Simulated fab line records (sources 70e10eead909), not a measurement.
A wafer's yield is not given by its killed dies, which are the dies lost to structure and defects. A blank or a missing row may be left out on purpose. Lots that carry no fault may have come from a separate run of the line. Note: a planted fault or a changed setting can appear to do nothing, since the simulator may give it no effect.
What tool caused it? :: flow nandHarc :: 14 lots with 42 wafers sampled at 4 steps, on a route of 1159 steps

WHAT EACH GAUGE READ, for each wafer
NHARC_END_SORT_01.
lot: L214
measured: day 23 04:49
on: prober-01
killedAtArray: 25 108 100
killedAtOther: 2 2 2
killedAtPeriphery: 0 0 3
killedDies: 27 110 105
killedOpen: 0 1 3
killedShort: 0 1 4

lot: L216
measured: day 23 23:20
on: prober-01
killedAtArray: 32 97 32
killedAtOther: 1 0 0
killedAtPeriphery: 2 1 4
killedDies: 35 98 36
killedOpen: 1 0 6
killedShort: 3 1 1

EACH LOT AND THE TOOL THAT RAN IT (in order: tool; ch and the chambers of the sampled wafers; start)
lot: L198
NHARC_A_CONTACT_ETCH_49: rieDiel-08 ch 0,2, day 15 20:24
NHARC_A_BONDPAD_PRE_CLEAN_26: pvdSputter-01, day 18 15:31 or earlier
NHARC_THIN_TSV_STRIP_62: plasmaAsher-02 ch 0,1, day 18 15:31

lot: L201
NHARC_A_CONTACT_ETCH_49: rieDiel-08 ch 2,3, day 16 12:55
NHARC_A_BONDPAD_PRE_CLEAN_26: pvdSputter-01, day 19 01:56 or earlier
NHARC_THIN_TSV_STRIP_62: plasmaAsher-01 ch 0,1, day 19 01:56

lot: L200
NHARC_A_CONTACT_ETCH_49: rieDiel-06 ch 0,1,2, day 16 22:00
NHARC_A_BONDPAD_PRE_CLEAN_26: pvdSputter-01, day 19 09:26 or earlier
NHARC_THIN_TSV_STRIP_62: plasmaAsher-01 ch 0,1, day 19 09:26

lot: L203
NHARC_A_CONTACT_ETCH_49: rieDiel-06 ch 0,2,3, day 17 05:10
NHARC_A_BONDPAD_PRE_CLEAN_26: pvdSputter-01, day 19 16:43 or earlier
NHARC_THIN_TSV_STRIP_62: plasmaAsher-02 ch 0,1, day 19 16:43

lot: L202
NHARC_A_CONTACT_ETCH_49: rieDiel-08 ch 2,3, day 17 07:00
NHARC_A_BONDPAD_PRE_CLEAN_26: pvdSputter-03, day 19 15:26 or earlier
NHARC_THIN_TSV_STRIP_62: plasmaAsher-02 ch 0,1, day 19 15:26

lot: L205
NHARC_A_CONTACT_ETCH_49: rieDiel-06 ch 1,2,3, day 18 02:57
NHARC_A_BONDPAD_PRE_CLEAN_26: pvdSputter-02, day 21 01:34 or earlier
NHARC_THIN_TSV_STRIP_62: plasmaAsher-01 ch 0,1, day 21 01:34

lot: L206
NHARC_A_CONTACT_ETCH_49: rieDiel-08 ch 0,1,2, day 18 15:49
NHARC_A_BONDPAD_PRE_CLEAN_26: pvdSputter-02, day 21 03:44 or earlier
NHARC_THIN_TSV_STRIP_62: plasmaAsher-02 ch 0,1, day 21 03:44

lot: L208
NHARC_A_CONTACT_ETCH_49: rieDiel-08 ch 1,2,3, day 18 17:09
NHARC_A_BONDPAD_PRE_CLEAN_26: pvdSputter-01, day 21 02:39 or earlier
NHARC_THIN_TSV_STRIP_62: plasmaAsher-02 ch 0,1, day 21 02:39

lot: L209
NHARC_A_CONTACT_ETCH_49: rieDiel-06 ch 1,2, day 19 03:58
NHARC_A_BONDPAD_PRE_CLEAN_26: pvdSputter-01, day 21 09:26 or earlier
NHARC_THIN_TSV_STRIP_62: plasmaAsher-02 ch 1, day 21 09:26

lot: L207
NHARC_A_CONTACT_ETCH_49: rieDiel-06 ch 0,2,3, day 19 07:59
NHARC_A_BONDPAD_PRE_CLEAN_26: pvdSputter-03, day 21 14:30 or earlier
NHARC_THIN_TSV_STRIP_62: plasmaAsher-02 ch 0,1, day 21 14:30

lot: L210
NHARC_A_CONTACT_ETCH_49: rieDiel-06 ch 0,1, day 19 13:52
NHARC_A_BONDPAD_PRE_CLEAN_26: pvdSputter-03, day 21 19:07 or earlier
NHARC_THIN_TSV_STRIP_62: plasmaAsher-01 ch 0,1, day 21 19:07

lot: L211
NHARC_A_CONTACT_ETCH_49: rieDiel-03 ch 0,2,3, day 19 16:38
NHARC_A_BONDPAD_PRE_CLEAN_26: pvdSputter-02, day 22 03:24 or earlier
NHARC_THIN_TSV_STRIP_62: plasmaAsher-01 ch 0,1, day 22 03:24

lot: L214
NHARC_A_CONTACT_ETCH_49: rieDiel-06 ch 0,2, day 20 02:41
NHARC_A_BONDPAD_PRE_CLEAN_26: pvdSputter-03, day 22 13:37 or earlier
NHARC_THIN_TSV_STRIP_62: plasmaAsher-01 ch 0,1, day 22 13:37

lot: L216
NHARC_A_CONTACT_ETCH_49: rieDiel-06 ch 0,2,3, day 21 02:13
NHARC_A_BONDPAD_PRE_CLEAN_26: pvdSputter-02, day 23 11:20 or earlier
NHARC_THIN_TSV_STRIP_62: plasmaAsher-01 ch 0,1, day 23 11:20
- NHARC_A_CONTACT_ETCH_49: etches the open film in N2/H2, target depth 260 nm, time 475.3 s.
- NHARC_A_BONDPAD_PRE_CLEAN_26: time 30 s.
- NHARC_THIN_TSV_STRIP_62: strips in N2/H2, time 20 s.

AS READ BY THE TOOLS THEMSELVES (means over the sampled wafers that have a number; for cases with no such wafer, the mark the record gives instead)
NHARC_A_CONTACT_ETCH_49.
lot: L198
tool: rieDiel-08
chamberPressureMTorr (mTorr): 30.015
drypumpMotorCurrentA (A): 6.3
oesProductAu (a.u.): 0.990
rfVppV (V): 427.5
showerheadPlenumPTorr (Torr): 1.96
throttleValvePct (%): 14.175

lot: L201
tool: rieDiel-08
chamberPressureMTorr (mTorr): 30.030
drypumpMotorCurrentA (A): 6.2
oesProductAu (a.u.): 0.999
rfVppV (V): 431.2
showerheadPlenumPTorr (Torr): 2.04
throttleValvePct (%): 14.170

lot: L200
tool: rieDiel-06
chamberPressureMTorr (mTorr): 30.023
drypumpMotorCurrentA (A): 6.1
oesProductAu (a.u.): 1.007
rfVppV (V): 429.8
showerheadPlenumPTorr (Torr): 2.00
throttleValvePct (%): 14.167

lot: L203
tool: rieDiel-06
chamberPressureMTorr (mTorr): 30.001
drypumpMotorCurrentA (A): 6.0
oesProductAu (a.u.): 0.998
rfVppV (V): 430.1
showerheadPlenumPTorr (Torr): 2.02
throttleValvePct (%): 14.172

lot: L202
tool: rieDiel-08
chamberPressureMTorr (mTorr): 29.992
drypumpMotorCurrentA (A): 5.9
oesProductAu (a.u.): 0.994
rfVppV (V): 428.8
showerheadPlenumPTorr (Torr): 2.00
throttleValvePct (%): 14.169

lot: L205
tool: rieDiel-06
chamberPressureMTorr (mTorr): 30.014
drypumpMotorCurrentA (A): 6.0
oesProductAu (a.u.): 1.003
rfVppV (V): 429.8
showerheadPlenumPTorr (Torr): 2.03
throttleValvePct (%): 14.183

lot: L206
tool: rieDiel-08
chamberPressureMTorr (mTorr): 30.028
drypumpMotorCurrentA (A): 6.2
oesProductAu (a.u.): 0.993
rfVppV (V): 428.6
showerheadPlenumPTorr (Torr): 1.97
throttleValvePct (%): 14.160

lot: L208
tool: rieDiel-08
chamberPressureMTorr (mTorr): 29.976
drypumpMotorCurrentA (A): 6.0
oesProductAu (a.u.): 1.001
rfVppV (V): 429.0
showerheadPlenumPTorr (Torr): 1.99
throttleValvePct (%): 14.170

lot: L209
tool: rieDiel-06
chamberPressureMTorr (mTorr): 29.993
drypumpMotorCurrentA (A): 6.0
oesProductAu (a.u.): 1.013
rfVppV (V): 429.5
showerheadPlenumPTorr (Torr): 2.01
throttleValvePct (%): 14.167

lot: L207
tool: rieDiel-06
chamberPressureMTorr (mTorr): 30.011
drypumpMotorCurrentA (A): 6.1
oesProductAu (a.u.): 1.007
rfVppV (V): 430.6
showerheadPlenumPTorr (Torr): 2.02
throttleValvePct (%): 14.165

lot: L210
tool: rieDiel-06
chamberPressureMTorr (mTorr): 29.992
drypumpMotorCurrentA (A): 5.8
oesProductAu (a.u.): 1.026
rfVppV (V): 429.1
showerheadPlenumPTorr (Torr): 1.98
throttleValvePct (%): 14.166

lot: L211
tool: rieDiel-03
chamberPressureMTorr (mTorr): 29.995
drypumpMotorCurrentA (A): 5.8
oesProductAu (a.u.): 1.007
rfVppV (V): 427.0
showerheadPlenumPTorr (Torr): 1.93
throttleValvePct (%): 14.168

lot: L214
tool: rieDiel-06
chamberPressureMTorr (mTorr): 29.959
drypumpMotorCurrentA (A): 6.2
oesProductAu (a.u.): 1.007
rfVppV (V): 429.1
showerheadPlenumPTorr (Torr): 1.98
throttleValvePct (%): 14.174

lot: L216
tool: rieDiel-06
chamberPressureMTorr (mTorr): 29.995
drypumpMotorCurrentA (A): 6.0
oesProductAu (a.u.): 0.998
rfVppV (V): 430.4
showerheadPlenumPTorr (Torr): 2.01
throttleValvePct (%): 14.165

NHARC_A_BONDPAD_PRE_CLEAN_26.
lot: L198
tool: pvdSputter-01
heaterPowerW (W): 391

lot: L201
tool: pvdSputter-01
heaterPowerW (W): 396

lot: L200
tool: pvdSputter-01
heaterPowerW (W): 384

lot: L203
tool: pvdSputter-01
heaterPowerW (W): 380

lot: L202
tool: pvdSputter-03
heaterPowerW (W): 391

lot: L205
tool: pvdSputter-02
heaterPowerW (W): 418

lot: L206
tool: pvdSputter-02
heaterPowerW (W): 421

lot: L208
tool: pvdSputter-01
heaterPowerW (W): 413

lot: L209
tool: pvdSputter-01
heaterPowerW (W): 423

lot: L207
tool: pvdSputter-03
heaterPowerW (W): 383

lot: L210
tool: pvdSputter-03
heaterPowerW (W): 459

lot: L211
tool: pvdSputter-02
heaterPowerW (W): 431

lot: L214
tool: pvdSputter-03
heaterPowerW (W): 456

lot: L216
tool: pvdSputter-02
heaterPowerW (W): 431

NHARC_THIN_TSV_STRIP_62.
lot: L198
tool: plasmaAsher-02
drypumpMotorCurrentA (A): 5.9
heaterPowerW (W): 306

lot: L201
tool: plasmaAsher-01
drypumpMotorCurrentA (A): 6.2
heaterPowerW (W): 345

lot: L200
tool: plasmaAsher-01
drypumpMotorCurrentA (A): 6.2
heaterPowerW (W): 348

lot: L203
tool: plasmaAsher-02
drypumpMotorCurrentA (A): 5.8
heaterPowerW (W): 309

lot: L202
tool: plasmaAsher-02
drypumpMotorCurrentA (A): 6.0
heaterPowerW (W): 305

lot: L205
tool: plasmaAsher-01
drypumpMotorCurrentA (A): 6.3
heaterPowerW (W): 373

lot: L206
tool: plasmaAsher-02
drypumpMotorCurrentA (A): 5.8
heaterPowerW (W): 311

lot: L208
tool: plasmaAsher-02
drypumpMotorCurrentA (A): 6.0
heaterPowerW (W): 312

lot: L209
tool: plasmaAsher-02
drypumpMotorCurrentA (A): 6.3
heaterPowerW (W): 312

lot: L207
tool: plasmaAsher-02
drypumpMotorCurrentA (A): 5.8
heaterPowerW (W): 308

lot: L210
tool: plasmaAsher-01
drypumpMotorCurrentA (A): 6.2
heaterPowerW (W): 354

lot: L211
tool: plasmaAsher-01
drypumpMotorCurrentA (A): 6.2
heaterPowerW (W): 358

lot: L214
tool: plasmaAsher-01
drypumpMotorCurrentA (A): 6.2
heaterPowerW (W): 354

lot: L216
tool: plasmaAsher-01
drypumpMotorCurrentA (A): 6.3
heaterPowerW (W): 367

THE ANSWER, worked out from the rows above alone
Rule: the lots themselves supply what counts as usual. Put in order of their means at a reading, lots are off if they are a third of the lots or fewer, leave a main group of 4 or more, and stand apart from it by a gap of 3 or more times the standard deviation of the main group's means; of several such gaps the widest counts. The tables above print the reading to a certain number of digits; a main group whose means all agree to those digits is not used. Also off: a lot with no number at a reading for which 4 or more lots have one. Any other lot the step has rows for is counted as sound. The gauges are gone through in route order, then the tools' own readings, and for those a lot's mean is taken as printed above. At the first step where some lot is off, the reading lying furthest off is the one used; lots without a number count as furthest.
No lot is off on any of the readings shown, so nothing can be concluded from this.

WHAT WAS PUT IN BY THE SIMULATOR
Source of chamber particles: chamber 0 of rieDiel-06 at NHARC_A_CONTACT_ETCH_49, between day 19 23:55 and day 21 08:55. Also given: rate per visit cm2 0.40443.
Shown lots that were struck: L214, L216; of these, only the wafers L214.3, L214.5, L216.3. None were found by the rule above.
